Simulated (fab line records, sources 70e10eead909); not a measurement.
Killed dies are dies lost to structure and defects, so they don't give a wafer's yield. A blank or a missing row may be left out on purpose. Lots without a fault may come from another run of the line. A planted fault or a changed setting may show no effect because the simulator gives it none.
fab line records | flow nand_harc
record lots=22 wafers=66 last_day=33
route steps=1302 shown A_CONTACT@1067 A_BLC@1117
lots that met no fault: from a run of the same line without faults
start_h: hours from the record's first day to the start of the lot's first wafer shown | wait_h: hours since the lot's step before | " the same as in the row above | L1.1+2: a row that stands for several wafers | - no value, or no start given | * or withheld: withheld | < > ~ a bound
route shown NAME@n: a module of which the file shows steps, and the number in the route of the first | usual: mean/standard deviation of fault-free wafers | same: alike in all rows | chamber/n: place in a boat | sites: the reading at each site | _std_site: their standard deviation | _edge_site: outer sites' mean less inner sites' | radius_mm: how far each site lies from the wafer's centre | mask NAME#n: copy n | behind: the tool/chamber that last shaped the wafer | hold: why the lot was held/for how many hours/how that ended | device: the transistor (n, p or np) that didn't switch | end of line: the same wafers' tests at the end of the route | a step without rows: its recipe alone | killed: dies lost to structure and defects at the first sort, not the wafer's yield | map: a wafer's dies, x killed, . not, _ none there
set.NAME: the setting as run; set.NAME@STEP: as run at that earlier step | model.NAME: the simulator's own value behind a step, which no gauge read
steps of the route over a sample of lots; a table a step, a row a wafer
services: from which hour (start_h, from the record's first day; less than 0 if before it) a tool's chamber was out of use, for how many hours, and why
## steps
# step NHARC_A_CONTACT_DEP_85
# recipe target_thk_a=600 target_thk_nm=60 temp_c=400 pressure_torr=3.5 flow_sccm=200 rf_w=350 material=SiON
# usual heater_power_w=740/86 rf_fwd_power_W=348.7/1.2
# columns lot.wafer tool chamber start_h wait_h heater_power_w rf_fwd_power_W
L077.2 pecvd-02 0 551.65 1.1 761 349.4
L077.6 " 0 " " 787 348.4
L077.5 " 1 " " 622 350.2
L075.3 pecvd-01 2 559.08 0.9 620 348.6
L075.2 " 0 " " 751 348.2
L075.6 " 0 " " 774 348.0
L076.2 pecvd-02 2 559.24 1.2 833 349.9
L076.3 " 1 " " 662 350.6
L076.5 " 2 " " 669 349.8
L079.1 pecvd-03 2 563.33 1.5 656 347.2
L079.5 " 1 " " 816 350.1
L079.6 " 2 " " 665 348.7
L078.2 pecvd-03 1 575.95 1.2 675 348.0
L078.3 " 2 " " 631 348.5
L078.6 " 1 " " 687 347.7
L080.2 pecvd-03 0 576.58 1.4 797 346.5
L080.1 " 1 " " 810 350.2
L080.6 " 0 " " 809 346.9
L082.3 pecvd-03 2 593.43 0.9 670 349.0
L082.1 " 0 " " 701 347.8
L082.6 " 2 " " 690 347.8
L081.1 pecvd-03 0 598.17 1.4 785 347.0
L081.3 " 1 " " 704 349.3
L081.6 " 0 " " 788 347.7
L083.1 pecvd-03 2 615.73 1.5 690 349.1
L083.5 " 1 " " 767 349.1
L083.6 " 2 " " 692 346.9
L084.2 pecvd-02 0 619.29 1.2 817 350.5
L084.3 " 1 " " 674 351.2
L084.1 " 2 " " 795 349.9
L085.1 pecvd-02 2 630.34 1.5 849 348.3
L085.4 " 2 " " 837 346.6
L085.6 " 2 " " 844 347.3
L086.2 pecvd-01 0 650.36 1.2 761 347.9
L086.4 " 1 " " 838 347.8
L086.5 " 2 " " 683 347.4
L087.2 pecvd-02 0 658.74 1.2 788 349.0
L087.1 " 1 " " 681 348.7
L087.4 " 1 " " 695 348.6
L089.1 pecvd-01 0 663.90 1.5 815 347.1
L089.2 " 1 " " 888 346.9
L089.3 " 2 " " 694 348.3
L088.3 pecvd-03 2 664.39 0.9 617 345.9
L088.4 " 0 " " 784 348.0
L088.6 " 1 " " 750 350.5
L090.1 pecvd-02 1 684.77 1.5 647 350.9
L090.6 " 1 " " 652 349.3
L090.5 " 2 " " 791 349.2
L091.2 pecvd-02 0 702.99 1.2 791 349.4
L091.5 " 2 " " 801 348.4
L091.6 " 0 " " 802 349.8
L092.2 pecvd-01 1 706.14 1.2 914 349.1
L092.3 " 2 " " 648 348.8
L092.4 " 0 " " 781 347.7
L094.3 pecvd-02 1 707.57 0.9 637 349.4
L094.2 " 2 " " 701 349.1
L094.5 " 2 " " 711 348.2
L095.1 pecvd-01 2 723.50 1.5 732 349.7
L095.3 " 0 " " 832 348.0
L095.2 " 1 " " 909 346.2
L096.1 pecvd-03 2 747.37 1.5 593 348.8
L096.2 " 0 " " 710 349.1
L096.4 " 0 " " 722 348.4
L097.2 pecvd-01 1 747.41 1.2 909 348.2
L097.4 " 0 " " 783 347.6
L097.6 " 1 " " 888 348.0
# step NHARC_A_CONTACT_ETCH_30
# recipe target_depth_a=726 time_s=36.3 cf4_flow_sccm=100 chf3_flow_sccm=30 ar_flow_sccm=0 rf_w=500 bias_w=200 chemistry=CF4/CHF3
# usual drypump_motor_current_A=5.8/0.38 mfc_ar_sccm=0.009/0.013 oes_product_au=0.942/0.022 rf_fwd_power_W=492.9/2.5 rf_vpp_V=369.8/2.4 showerhead_plenum_p_Torr=1.55/0.07 throttle_valve_pct=16.802/0.0086
# columns lot.wafer tool chamber start_h wait_h drypump_motor_current_A mfc_ar_sccm oes_product_au rf_fwd_power_W rf_hours_counter_h rf_vpp_V showerhead_plenum_p_Torr throttle_valve_pct
L077.2 rie_diel-04 2 - - 6.1 0.043 0.920 491.1 6 367.3 1.51 16.795
L077.6 " 1 " " 5.5 0.025 0.951 491.6 - 370.6 1.53 16.814
L077.5 " 2 " " 6.1 0.043 0.935 491.5 - 368.4 1.51 16.807
L075.3 rie_diel-04 3 - - 5.4 0 0.979 494.7 7 371.1 1.59 16.807
L075.2 " 0 " " 5.1 0 0.971 489.4 7 372.2 1.65 16.796
L075.6 " 1 " " 5.5 0.025 1.007 494.6 - 369.8 1.53 16.817
L076.2 rie_diel-13 0 - - 5.4 0 0.914 497.0 10 375.3 1.70 16.802
L076.3 " 3 " " 5.8 0 0.925 495.4 8 370.1 1.56 16.782
L076.5 " 1 " " 6.1 0.006 0.945 492.8 - 369.5 1.50 16.810
L079.1 rie_diel-13 1 - - 6.1 0.006 0.938 498.0 11 366.8 1.50 16.818
L079.6 " 2 " " 6.3 0.006 0.922 487.7 - 367.9 1.49 16.791
L079.5 " 3 " " 5.8 0 0.916 494.6 - 370.5 1.56 16.780
L078.2 rie_diel-08 3 - - 5.8 0 0.940 491.3 1 368.0 1.53 16.805
L078.3 " 1 " " 5.8 0.006 0.952 492.9 10 370.3 1.57 16.810
L078.6 " 0 " " 5.3 0.021 0.944 494.3 - 367.5 1.47 16.795
L080.2 rie_diel-04 2 - - 6.1 0.043 0.917 494.3 12 367.8 1.51 16.798
L080.1 " 3 " " 5.4 0 0.938 493.6 13 371.7 1.59 16.795
L080.6 " 2 " " 6.2 0.043 0.924 492.8 - 369.8 1.51 16.795
L082.3 rie_diel-13 2 - - 6.3 0.006 0.927 489.3 15 367.2 1.49 16.807
L082.1 " 1 " " 6.2 0.006 0.946 490.8 16 365.8 1.49 16.793
L082.6 " 3 " " 5.8 0 0.924 497.1 - 369.4 1.56 16.806
L081.1 rie_diel-13 0 - - 5.4 0 0.912 490.6 17 374.4 1.70 16.789
L081.3 " 3 " " 5.8 0 0.919 492.4 15 370.7 1.56 16.789
L081.6 " 1 " " 6.2 0.006 0.938 495.2 - 367.9 1.49 16.804
L083.1 rie_diel-13 0 - - 5.4 0 0.919 494.4 20 375.4 1.69 16.808
L083.5 " 1 " " 6.2 0.006 0.926 492.8 - 367.6 1.49 16.796
L083.6 " 2 " " 6.3 0.006 0.912 490.4 - 369.2 1.49 16.789
L084.1 rie_diel-08 0 - - 5.2 0.021 0.924 495.6 27 368.2 1.46 16.808
L084.2 " 1 " " 5.8 0.006 0.915 494.1 27 370.6 1.56 16.800
L084.3 " 3 " " 5.8 0 0.924 495.3 17 369.4 1.53 16.811
L085.4 rie_diel-13 2 - - 6.2 0.006 0.965 490.4 22 367.9 1.49 16.810
L085.1 " 3 " " 5.7 0 0.976 497.1 20 369.4 1.56 16.803
L085.6 " 2 " " 6.3 0.006 0.956 490.7 - 367.7 1.49 16.800
L086.4 rie_diel-13 1 - - 6.2 0.006 0.932 493.6 27 369.4 1.49 16.806
L086.2 " 0 " " 5.4 0 0.912 493.1 26 374.5 1.69 16.800
L086.5 " 2 " " 6.3 0.006 0.917 490.4 - 368.1 1.49 16.796
L087.4 rie_diel-13 3 - - 5.8 0 0.964 495.4 25 370.8 1.55 16.800
L087.1 " 0 " " 5.4 0 0.955 495.0 28 375.1 1.69 16.812
L087.2 " 1 " " 6.2 0.006 0.987 494.5 28 368.6 1.49 16.799
L089.2 rie_diel-13 2 - - 6.3 0.006 0.961 488.2 27 366.8 1.48 16.802
L089.1 " 0 " " 5.4 0 0.971 492.0 29 374.0 1.69 16.816
L089.3 " 1 " " 6.2 0.006 0.989 493.3 29 367.8 1.49 16.818
L088.3 rie_diel-08 0 - - 5.3 0.021 0.933 495.9 44 365.7 1.46 16.804
L088.4 " 2 " " 5.9 0.016 0.945 491.0 27 370.0 1.52 16.813
L088.6 " 0 " " 5.3 0.021 0.924 496.3 - 366.6 1.46 16.804
L090.1 rie_diel-08 2 - - 5.9 0.016 0.939 490.0 32 370.1 1.52 16.804
L090.5 " 0 " " 5.3 0.021 0.934 493.0 - 366.3 1.46 16.795
L090.6 " 1 " " 5.8 0.006 0.935 494.3 - 371.6 1.56 16.788
L091.2 rie_diel-08 0 - - 5.3 0.021 0.927 493.2 54 367.5 1.46 16.793
L091.5 " 0 " " 5.3 0.021 0.934 494.3 - 367.1 1.46 16.802
L091.6 " 1 " " 5.8 0.006 0.914 492.4 - 370.3 1.56 16.815
L092.3 rie_diel-04 0 - - 5.1 0 0.930 491.5 55 373.7 1.64 16.783
L092.2 " 3 " " 5.5 0 0.932 492.2 51 372.2 1.58 16.797
L092.4 " 0 " " 5.2 0 0.934 488.8 - 372.3 1.64 16.807
L094.3 rie_diel-04 3 - - 5.4 0 0.978 495.9 52 369.7 1.58 16.803
L094.2 " 0 " " 5.1 0 0.973 489.5 56 371.8 1.64 16.797
L094.5 " 0 " " 5.1 0 0.976 487.2 - 373.7 1.64 16.807
L095.2 rie_diel-04 1 - - 5.5 0.025 0.978 493.0 3 368.2 1.51 16.814
L095.3 " 2 " " 6.1 0.043 0.949 490.9 3 368.5 1.50 16.805
L095.1 " 3 " " 5.4 0 0.957 493.9 3 372.0 1.58 16.798
L096.1 rie_diel-13 3 - - 5.8 0 0.970 495.8 5 370.2 1.55 16.793
L096.2 " 1 " " 6.2 0.006 0.955 494.6 5 368.3 1.49 16.815
L096.4 " 2 " " 6.3 0.006 0.970 490.7 5 368.3 1.48 16.792
L097.2 rie_diel-13 0 - - 5.4 0 0.940 494.2 5 374.3 1.69 16.811
L097.4 " 1 " " 6.2 0.006 0.914 493.7 5 367.1 1.49 16.808
L097.6 " 0 " " 5.4 0 0.928 492.6 - 374.9 1.69 16.818
# step NHARC_A_CONTACT_ETCH_110
# recipe target_depth_a=600 overetch_a=60 time_s=33 ion_energy_ev=100 cf4_flow_sccm=80 o2_flow_sccm=20 ar_flow_sccm=0 rf_w=300 bias_w=100 chemistry=CF4/O2
# usual drypump_motor_current_A=5.8/0.38 mfc_ar_sccm=0.008/0.012 oes_product_au=1.001/0.011 rf_fwd_power_W=295.5/1.6 rf_vpp_V=197.4/1.4 showerhead_plenum_p_Torr=1.32/0.065 throttle_valve_pct=13.397/0.0096
# columns lot.wafer tool chamber start_h wait_h drypump_motor_current_A mfc_ar_sccm oes_product_au rf_fwd_power_W rf_hours_counter_h rf_vpp_V showerhead_plenum_p_Torr throttle_valve_pct
L077.2 rie_diel-04 1 556.27 0.1 5.5 0.025 1.011 295.7 6 197.6 1.29 13.404
L077.6 " 2 " " 6.1 0.043 1.004 294.4 - 196.8 1.28 13.397
L077.5 " 3 " " 5.4 0 1.003 296.9 - 195.3 1.35 13.401
L075.2 rie_diel-04 1 563.56 0.1 5.5 0.025 1.031 294.8 7 198.1 1.29 13.408
L075.3 " 2 " " 6.2 0.043 1.012 295.3 8 196.8 1.28 13.410
L075.6 " 0 " " 5.1 0 1.012 293.2 - 198.8 1.40 13.404
L076.2 rie_diel-13 1 563.62 0.1 6.1 0.006 1.019 296.1 11 194.9 1.27 13.400
L076.3 " 3 " " 5.8 0 0.997 298.0 8 197.7 1.32 13.386
L076.5 " 0 " " 5.4 0 0.986 295.2 - 200.2 1.44 13.374
L079.1 rie_diel-13 1 567.63 0.1 6.1 0.006 1.012 295.5 12 196.1 1.27 13.378
L079.6 " 1 " " 6.1 0.006 1.009 295.3 - 197.2 1.27 13.390
L079.5 " 2 " " 6.3 0.006 0.998 292.4 - 196.7 1.26 13.403
L078.2 rie_diel-04 3 580.86 0.1 5.4 0 1.010 295.6 13 198.7 1.35 13.404
L078.3 " 1 " " 5.5 0.025 1.022 295.7 13 196.0 1.29 13.408
L078.6 " 3 " " 5.4 0 1.010 296.1 - 197.8 1.35 13.391
L080.2 rie_diel-13 0 581.09 0.1 5.4 0 0.991 296.4 14 199.5 1.44 13.398
L080.1 " 1 " " 6.1 0.006 1.017 297.1 15 197.0 1.27 13.418
L080.6 " 2 " " 6.3 0.006 0.987 294.5 - 196.5 1.26 13.390
L082.1 rie_diel-04 2 598.25 0.1 6.1 0.043 1.006 297.0 19 197.7 1.28 13.392
L082.3 " 3 " " 5.4 0 1.013 297.1 20 198.6 1.35 13.392
L082.6 " 1 " " 5.5 0.025 1.031 296.0 - 196.6 1.29 13.397
L081.3 rie_diel-13 3 603.16 0.1 5.8 0 0.990 297.1 15 197.4 1.32 13.402
L081.1 " 1 " " 6.1 0.006 1.001 297.1 18 196.0 1.26 13.396
L081.6 " 0 " " 5.4 0 0.992 296.4 - 200.8 1.44 13.399
L083.1 rie_diel-13 3 620.18 0.1 5.8 0 1.000 297.2 18 197.8 1.32 13.422
L083.6 " 0 " " 5.4 0 1.008 295.8 - 200.2 1.44 13.400
L083.5 " 2 " " 6.3 0.006 0.991 293.4 - 195.0 1.26 13.409
L084.2 rie_diel-04 2 623.73 0.1 6.1 0.043 0.995 294.1 29 196.4 1.27 13.392
L084.3 " 3 " " 5.4 0 0.992 296.0 25 198.3 1.35 13.399
L084.1 " 1 " " 5.5 0.025 1.025 295.3 31 195.0 1.29 13.412
L085.1 rie_diel-08 3 634.83 0.1 5.8 0 0.993 294.9 23 196.6 1.29 13.409
L085.4 " 2 " " 5.9 0.016 1.007 292.7 13 195.5 1.29 13.387
L085.6 " 0 " " 5.2 0.021 1.008 296.0 - 196.2 1.24 13.377
L086.2 rie_diel-13 3 655.13 0.1 5.7 0 1.003 296.6 24 196.7 1.32 13.406
L086.4 " 2 " " 6.3 0.006 0.996 293.5 25 196.8 1.26 13.401
L086.5 " 0 " " 5.4 0 0.984 294.8 - 200.7 1.44 13.394
L087.4 rie_diel-13 2 663.01 0.1 6.2 0.006 0.993 295.2 27 196.9 1.26 13.394
L087.2 " 0 " " 5.4 0 0.999 296.2 28 199.4 1.44 13.384
L087.1 " 1 " " 6.2 0.006 1.005 295.4 29 196.9 1.26 13.394
L089.1 rie_diel-04 0 668.18 0.0 5.1 0 1.005 292.7 47 198.7 1.39 13.388
L089.3 " 1 " " 5.5 0.025 1.004 295.5 50 195.8 1.29 13.403
L089.2 " 3 " " 5.4 0 1.007 295.9 41 197.9 1.34 13.394
L088.3 rie_diel-13 0 668.85 0.1 5.4 0 1.008 296.2 29 199.3 1.44 13.425
L088.4 " 2 " " 6.2 0.006 0.986 295.3 28 197.3 1.26 13.405
L088.6 " 1 " " 6.2 0.006 1.014 295.6 - 197.5 1.26 13.404
L090.1 rie_diel-04 1 689.62 0.1 5.5 0.025 1.016 296.1 53 196.6 1.28 13.389
L090.6 " 1 " " 5.5 0.025 1.031 295.7 - 195.4 1.28 13.399
L090.5 " 2 " " 6.1 0.043 1.009 295.1 - 195.4 1.27 13.399
L091.2 rie_diel-13 1 707.41 0.1 6.2 0.006 0.999 297.7 0 196.0 1.26 13.397
L091.6 " 2 " " 6.2 0.006 0.979 295.2 - 195.3 1.26 13.407
L091.5 " 3 " " 5.7 0 0.998 296.6 - 198.5 1.32 13.403
L092.4 rie_diel-13 1 710.70 0.1 6.2 0.006 0.994 296.2 0 196.3 1.26 13.391
L092.3 " 2 " " 6.3 0.006 0.990 293.1 1 195.5 1.26 13.393
L092.2 " 0 " " 5.4 0 0.999 297.2 1 198.8 1.44 13.390
L094.3 rie_diel-13 3 711.99 0.1 5.8 0 0.989 297.5 1 199.2 1.32 13.404
L094.2 " 1 " " 6.1 0.006 0.995 296.3 1 197.7 1.26 13.401
L094.5 " 2 " " 6.3 0.006 0.977 293.5 - 195.3 1.26 13.387
L095.2 rie_diel-13 2 727.93 0.0 6.3 0.006 0.985 294.4 3 197.2 1.25 13.386
L095.3 " 0 " " 5.4 0 1.006 296.7 2 200.9 1.44 13.403
L095.1 " 1 " " 6.2 0.006 1.002 297.6 3 195.0 1.26 13.386
L096.1 rie_diel-13 3 751.99 0.1 5.8 0 0.993 296.0 6 196.8 1.31 13.403
L096.4 " 0 " " 5.4 0 1.010 295.7 6 197.4 1.44 13.379
L096.2 " 1 " " 6.2 0.006 1.005 296.6 5 197.7 1.26 13.383
L097.4 rie_diel-13 1 752.44 0.1 6.2 0.006 0.991 295.1 5 198.3 1.26 13.398
L097.2 " 3 " " 5.8 0 0.990 297.3 6 197.0 1.32 13.408
L097.6 " 0 " " 5.4 0 1.007 296.4 - 199.6 1.44 13.399
# step NHARC_A_BLC_CD_MEAS_10
# recipe target_cd_nm=100 landing_energy_ev=500
# usual cd_nm=100.0/0.61
# columns lot.wafer tool chamber start_h wait_h cd_nm
L077.2 cd_sem-01 0 559.46 - 100.3
L077.5 " 0 " " 99.7
L077.6 " 0 " " 100.9
L075.2 cd_sem-02 0 566.06 - 100.2
L075.3 " 0 " " 100.0
L075.6 " 0 " " 100.7
L076.2 cd_sem-02 0 566.53 - 101.1
L076.3 " 0 " " 100.2
L076.5 " 0 " " 100.1
L079.1 cd_sem-03 0 570.30 - 100.5
L079.5 " 0 " " 101.6
L079.6 " 0 " " 101.5
L078.2 cd_sem-02 0 583.50 - 99.5
L078.3 " 0 " " 100.1
L078.6 " 0 " " 100.6
L080.1 cd_sem-01 0 583.87 - 100.1
L080.2 " 0 " " 100.6
L080.6 " 0 " " 100.2
L082.1 cd_sem-03 0 600.89 - 100.6
L082.3 " 0 " " 99.3
L082.6 " 0 " " 100.3
L081.1 cd_sem-03 0 605.79 - 99.8
L081.3 " 0 " " 99.7
L081.6 " 0 " " 99.1
L083.1 cd_sem-01 0 622.87 - 99.5
L083.5 " 0 " " 99.4
L083.6 " 0 " " 99.5
L084.1 cd_sem-02 0 626.37 - 100.5
L084.2 " 0 " " 99.5
L084.3 " 0 " " 100.0
L085.1 cd_sem-03 0 637.37 - 98.6
L085.4 " 0 " " 100.2
L085.6 " 0 " " 100.0
L086.2 cd_sem-02 0 657.67 - 100.7
L086.4 " 0 " " 99.0
L086.5 " 0 " " 99.9
L087.1 cd_sem-01 0 665.64 - 99.8
L087.2 " 0 " " 99.6
L087.4 " 0 " " 100.1
L089.1 cd_sem-02 0 670.71 - 99.6
L089.2 " 0 " " 99.8
L089.3 " 0 " " 100.4
L088.3 cd_sem-01 0 671.52 - 99.9
L088.4 " 0 " " 100.4
L088.6 " 0 " " 99.8
L090.1 cd_sem-02 0 692.14 - 99.1
L090.5 " 0 " " 99.5
L090.6 " 0 " " 98.5
L091.2 cd_sem-02 0 710.04 - 100.0
L091.5 " 0 " " 100.6
L091.6 " 0 " " 100.1
L092.2 cd_sem-03 0 713.39 - 99.5
L092.3 " 0 " " 98.9
L092.4 " 0 " " 99.6
L094.2 cd_sem-01 0 714.55 - 100.3
L094.3 " 0 " " 100.0
L094.5 " 0 " " 100.7
L095.1 cd_sem-02 0 730.65 - 100.8
L095.2 " 0 " " 99.8
L095.3 " 0 " " 99.8
L096.1 cd_sem-02 0 754.50 - 99.7
L096.2 " 0 " " 100.0
L096.4 " 0 " " 100.0
L097.2 cd_sem-01 0 755.08 - 99.7
L097.4 " 0 " " 100.0
L097.6 " 0 " " 99.6
# step NHARC_A_BLC_INSPECT_12
# usual raw_defect_count=82/38
# columns lot.wafer tool chamber start_h wait_h raw_defect_count
L077.2 defect_inspect-01 - 559.58 0.0 58
L077.5 " - " " 36
L077.6 " - " " 62
L075.2 defect_inspect-02 - 566.18 0.0 92
L075.3 " - " " 112
L075.6 " - " " 115
L076.2 defect_inspect-02 - 566.65 0.0 14
L076.3 " - " " 19
L076.5 " - " " 19
L079.1 defect_inspect-02 - 570.43 0.0 114
L079.5 " - " " 100
L079.6 " - " " 119
L078.2 defect_inspect-01 - 583.62 0.0 114
L078.3 " - " " 116
L078.6 " - " " 88
L080.1 defect_inspect-01 - 583.99 0.0 52
L080.2 " - " " 68
L080.6 " - " " 54
L082.1 defect_inspect-02 - 601.02 0.0 147
L082.3 " - " " 154
L082.6 " - " " 166
L081.1 defect_inspect-02 - 605.92 0.0 72
L081.3 " - " " 98
L081.6 " - " " 75
L083.1 defect_inspect-01 - 623.00 0.0 155
L083.5 " - " " 151
L083.6 " - " " 141
L084.1 defect_inspect-01 - 626.49 0.0 25
L084.2 " - " " 25
L084.3 " - " " 19
L085.1 defect_inspect-02 - 637.49 0.0 60
L085.4 " - " " 53
L085.6 " - " " 56
L086.2 defect_inspect-02 - 657.79 0.0 56
L086.4 " - " " 46
L086.5 " - " " 39
L087.1 defect_inspect-02 - 665.76 0.0 75
L087.2 " - " " 66
L087.4 " - " " 64
L089.1 defect_inspect-01 - 670.83 0.0 39
L089.2 " - " " 32
L089.3 " - " " 29
L088.3 defect_inspect-02 - 671.64 0.0 138
L088.4 " - " " 142
L088.6 " - " " 142
L090.1 defect_inspect-02 - 692.26 0.0 114
L090.5 " - " " 105
L090.6 " - " " 104
L091.2 defect_inspect-02 - 710.17 0.0 72
L091.5 " - " " 87
L091.6 " - " " 79
L092.2 defect_inspect-02 - 713.51 0.0 69
L092.3 " - " " 76
L092.4 " - " " 69
L094.2 defect_inspect-02 - 714.68 0.0 87
L094.3 " - " " 98
L094.5 " - " " 108
L095.1 defect_inspect-01 - 730.78 0.0 115
L095.2 " - " " 107
L095.3 " - " " 96
L096.1 defect_inspect-01 - 754.63 0.0 83
L096.2 " - " " 101
L096.4 " - " " 84
L097.2 defect_inspect-01 - 755.20 0.0 101
L097.4 " - " " 86
L097.6 " - " " 92
# step NHARC_A_BLC_ETCH_16
# recipe target_depth_a=390 over_etch_frac=0.3 time_s=65 ion_energy_ev=80 cf4_flow_sccm=150 ar_flow_sccm=0 rf_w=300 bias_w=100 chemistry=CF4
# usual drypump_motor_current_A=6.0/0.54 mfc_ar_sccm=0.005/0.0067 oes_product_au=0.999/0.0079 rf_fwd_power_W=297.3/1.4 rf_vpp_V=150.8/1.1 showerhead_plenum_p_Torr=1.72/0.062 throttle_valve_pct=13.283/0.0096
# columns lot.wafer tool chamber start_h wait_h drypump_motor_current_A mfc_ar_sccm oes_product_au rf_fwd_power_W rf_hours_counter_h rf_vpp_V showerhead_plenum_p_Torr throttle_valve_pct
L077.2 rie_diel-09 2 559.72 0.1 6.7 0 1.010 295.3 2 150.3 1.70 13.292
L077.5 " 2 " " 6.7 0 0.989 295.2 - 149.8 1.70 13.283
L077.6 " 3 " " 5.8 0 1.002 298.4 - 152.6 1.74 13.283
L075.2 rie_diel-12 0 566.33 0.1 5.4 0.014 1.001 296.6 7 151.7 1.84 13.291
L075.3 " 3 " " 5.8 0.007 0.991 297.2 6 152.2 1.84 13.274
L075.6 " 1 " " 5.7 0 1.002 297.3 - 151.3 1.64 13.288
L076.3 rie_diel-09 3 566.80 0.1 5.7 0 1.002 298.1 4 151.0 1.73 13.301
L076.2 " 0 " " 6.8 0.016 1.004 299.6 4 150.0 1.70 13.279
L076.5 " 3 " " 5.8 0 1.006 298.3 - 149.8 1.73 13.276
L079.1 rie_diel-09 2 570.59 0.1 6.7 0 0.996 293.4 4 149.6 1.70 13.286
L079.5 " 2 " " 6.6 0 0.998 295.1 - 151.4 1.70 13.297
L079.6 " 3 " " 5.8 0 1.016 296.8 - 151.2 1.74 13.284
L078.3 rie_diel-09 1 583.77 0.1 5.4 0 1.015 298.9 5 149.6 1.66 13.282
L078.2 " 0 " " 6.8 0.016 1.000 297.0 5 150.7 1.70 13.274
L078.6 " 1 " " 5.4 0 0.998 297.5 - 151.0 1.66 13.285
L080.1 rie_diel-12 3 584.14 0.1 5.9 0.007 0.988 296.9 9 151.3 1.84 13.289
L080.2 " 0 " " 5.4 0.014 1.014 297.9 9 152.8 1.84 13.269
L080.6 " 3 " " 5.9 0.007 0.999 297.1 - 152.9 1.84 13.298
L082.1 rie_diel-09 1 601.17 0.1 5.4 0 1.000 297.5 7 149.0 1.66 13.278
L082.3 " 2 " " 6.7 0 0.995 294.9 7 151.6 1.70 13.291
L082.6 " 0 " " 6.8 0.016 1.001 297.0 - 150.8 1.70 13.290
L081.3 rie_diel-12 0 606.07 0.1 5.4 0.014 1.010 298.0 11 151.6 1.84 13.287
L081.1 " 2 " " 5.7 0.004 0.992 296.9 10 150.3 1.72 13.274
L081.6 " 3 " " 5.8 0.007 0.994 297.2 - 151.7 1.84 13.285
L083.1 rie_diel-09 2 623.14 0.1 6.7 0 1.003 294.0 8 150.1 1.70 13.269
L083.6 " 2 " " 6.7 0 0.998 294.0 - 150.8 1.70 13.277
L083.5 " 3 " " 5.8 0 1.011 297.0 - 150.3 1.73 13.271
L084.3 rie_diel-09 3 626.64 0.1 5.8 0 0.999 297.9 9 150.1 1.73 13.267
L084.1 " 1 " " 5.4 0 1.000 297.4 9 150.1 1.66 13.285
L084.2 " 2 " " 6.7 0 1.003 293.8 9 151.5 1.70 13.294
L085.4 rie_diel-12 1 637.64 0.1 5.7 0 1.006 298.1 1 150.1 1.64 13.298
L085.1 " 3 " " 5.8 0.007 1.006 297.3 1 153.2 1.84 13.298
L085.6 " 0 " " 5.4 0.014 0.998 298.6 - 152.8 1.84 13.280
L086.4 rie_diel-12 1 657.94 0.1 5.7 0 0.998 297.8 3 150.5 1.64 13.270
L086.2 " 0 " " 5.4 0.014 1.005 297.4 4 153.4 1.83 13.282
L086.5 " 2 " " 5.7 0.004 1.015 299.1 - 151.0 1.71 13.298
L087.1 rie_diel-09 2 665.92 0.1 6.7 0 0.999 296.0 11 150.9 1.70 13.277
L087.4 " 3 " " 5.8 0 1.004 298.1 11 151.3 1.73 13.281
L087.2 " 0 " " 6.8 0.016 0.991 300.0 11 149.7 1.70 13.280
L089.2 rie_diel-12 0 670.98 0.1 5.4 0.014 0.999 295.9 5 152.4 1.83 13.293
L089.1 " 1 " " 5.7 0 0.998 296.1 5 149.6 1.64 13.263
L089.3 " 2 " " 5.6 0.004 1.005 297.8 4 150.4 1.72 13.278
L088.3 rie_diel-09 3 671.79 0.1 5.8 0 0.988 296.4 12 150.8 1.73 13.280
L088.4 " 0 " " 6.8 0.016 0.998 298.6 13 151.7 1.70 13.274
L088.6 " 2 " " 6.7 0 0.995 294.2 - 150.0 1.70 13.289
L090.1 rie_diel-09 3 692.41 0.1 5.8 0 0.990 296.9 0 152.7 1.73 13.270
L090.5 " 3 " " 5.8 0 0.992 296.2 - 152.5 1.73 13.283
L090.6 " 0 " " 6.8 0.016 0.999 298.1 - 149.9 1.70 13.276
L091.2 rie_diel-09 1 710.33 0.1 5.4 0 0.991 298.3 2 151.1 1.66 13.287
L091.5 " 2 " " 6.7 0 1.004 295.2 - 151.2 1.70 13.288
L091.6 " 3 " " 5.8 0 0.988 297.7 - 149.4 1.73 13.292
L092.2 rie_diel-09 2 713.66 0.1 6.7 0 1.000 294.7 3 149.9 1.70 13.285
L092.3 " 3 " " 5.8 0 0.989 297.2 3 150.5 1.73 13.277
L092.4 " 0 " " 6.8 0.016 1.001 299.1 3 151.4 1.70 13.288
L094.3 rie_diel-09 3 714.82 0.1 5.8 0 0.991 297.5 3 150.5 1.73 13.285
L094.2 " 2 " " 6.7 0 1.000 295.2 3 150.9 1.70 13.293
L094.5 " 3 " " 5.8 0 0.994 299.0 - 151.0 1.73 13.279
L095.3 rie_diel-09 2 730.93 0.1 6.7 0 0.995 296.1 4 149.6 1.70 13.278
L095.2 " 0 " " 6.8 0.016 1.001 299.1 4 150.0 1.70 13.283
L095.1 " 1 " " 5.4 0 0.994 297.1 4 150.9 1.66 13.289
L096.2 rie_diel-12 3 754.78 0.1 5.8 0.007 0.983 297.8 11 152.2 1.84 13.281
L096.1 " 0 " " 5.4 0.014 0.992 298.0 13 153.7 1.83 13.276
L096.4 " 2 " " 5.7 0.004 0.993 298.8 12 151.6 1.71 13.273
L097.4 rie_diel-09 2 755.35 0.1 6.7 0 0.995 295.1 6 151.1 1.70 13.292
L097.2 " 1 " " 5.4 0 0.984 296.8 5 147.9 1.66 13.294
L097.6 " 3 " " 5.8 0 0.987 297.2 - 149.7 1.73 13.292
## services
# columns tool chamber start_h hours kind
rie_diel-04 - 532.03 9.0 pm
rie_diel-12 - 532.37 9.2 repair
rie_diel-08 3 538.83 31.0 repair
rie_diel-08 - 545.11 9.0 pm
pecvd-03 - 547.00 13.0 pm
rie_diel-04 - 557.25 0.3 repair
rie_diel-08 2 560.10 45.4 repair
rie_diel-12 - 570.25 0.7 repair
pecvd-02 - 589.19 13.0 pm
rie_diel-12 2 594.09 10.2 repair
rie_diel-04 2 613.68 4.1 repair
rie_diel-13 1 618.92 4.5 repair
pecvd-02 0 622.36 28.2 repair
rie_diel-12 - 622.43 9.0 pm
rie_diel-12 2 640.39 5.0 repair
rie_diel-12 3 644.06 7.3 repair
rie_diel-09 - 674.10 9.0 pm
rie_diel-08 1 681.62 4.2 repair
pecvd-01 - 685.31 13.0 pm
rie_diel-13 - 696.40 9.0 pm
rie_diel-12 3 711.61 2.5 repair
rie_diel-12 1 720.06 9.1 repair
pecvd-03 - 728.00 13.0 pm
rie_diel-04 2 744.56 9.4 repair
## key
fault none
